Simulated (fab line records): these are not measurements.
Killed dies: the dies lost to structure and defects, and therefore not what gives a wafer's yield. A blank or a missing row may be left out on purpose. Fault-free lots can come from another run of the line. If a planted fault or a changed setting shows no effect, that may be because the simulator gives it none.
Chamber matching	flow n5Finfet	3 sister chambers for N5_BEOL_M1_ETCH_64 on rieDiel-01
The step etches SOC in N2/H2, target depth 75 nm, overetch 15 nm, time 112.5 s. 14 wafers are shown with their chamber, then 7 later ones without.

## WAFERS WITH THEIR CHAMBER
wafer	chamber	drypumpMotorCurrentA (A)	showerheadPlenumPTorr (Torr)	throttleValvePct (%)
L076.1	2	5.2	2.46	17.81
L076.2	1	6.3	2.49	17.59
L076.5	1	6.3	2.49	17.60
L078.2	2	5.1	2.46	17.81
L078.3	3	6.0	2.54	17.55
L078.6	2	5.1	2.46	17.82
L081.1	3	6.0	2.54	17.55
L081.3	1	6.3	2.48	17.61
L081.6	3	6.0	2.54	17.57
L087.3	3	6.0	2.53	17.59
L087.4	3	6.0	2.53	17.59
L087.5	2	5.1	2.45	17.87
L089.1	3	6.0	2.53	17.59
L089.2	1	6.4	2.48	17.64

SIGNATURES (averages over the wafers above)
reading	chamber 1	chamber 2	chamber 3	scatter within a chamber
drypumpMotorCurrentA	6.325	5.125	6.000	0.0369
showerheadPlenumPTorr	2.4850	2.4575	2.5350	0.00544
throttleValvePct	17.6100	17.8275	17.5733	0.023
Rule: distance of a wafer from a chamber = root of the sum over the readings of ((wafer's reading minus chamber's mean) / reading's scatter) squared. The wafer belongs to the nearest chamber; if the next one is less than 2 further off, it can't be placed. The scatter is the square root of a quotient: the sum, over the shown wafers, of each reading's squared deviation from its chamber's mean, divided by wafers minus chambers.

## WAFERS WITH NO CHAMBER GIVEN
wafer	drypumpMotorCurrentA (A)	showerheadPlenumPTorr (Torr)	throttleValvePct (%)
L089.6	5.2	2.45	17.87
L091.2	6.0	2.53	17.61
L091.3	5.2	2.45	17.88
L091.6	5.2	2.45	17.88
L096.2	6.4	2.47	17.66
L096.5	6.4	2.47	17.66
L096.6	5.2	2.44	17.91

## THE CHAMBER EACH PASSED THROUGH
wafer	from the rows above	in truth
L089.6	2	2
L091.2	3	3
L091.3	2	2
L091.6	2	2
L096.2	1	1
L096.5	1	1
L096.6	2	2
7 of 7 placed correctly. Can't be placed from these rows: 0. Number placed wrongly: 0.
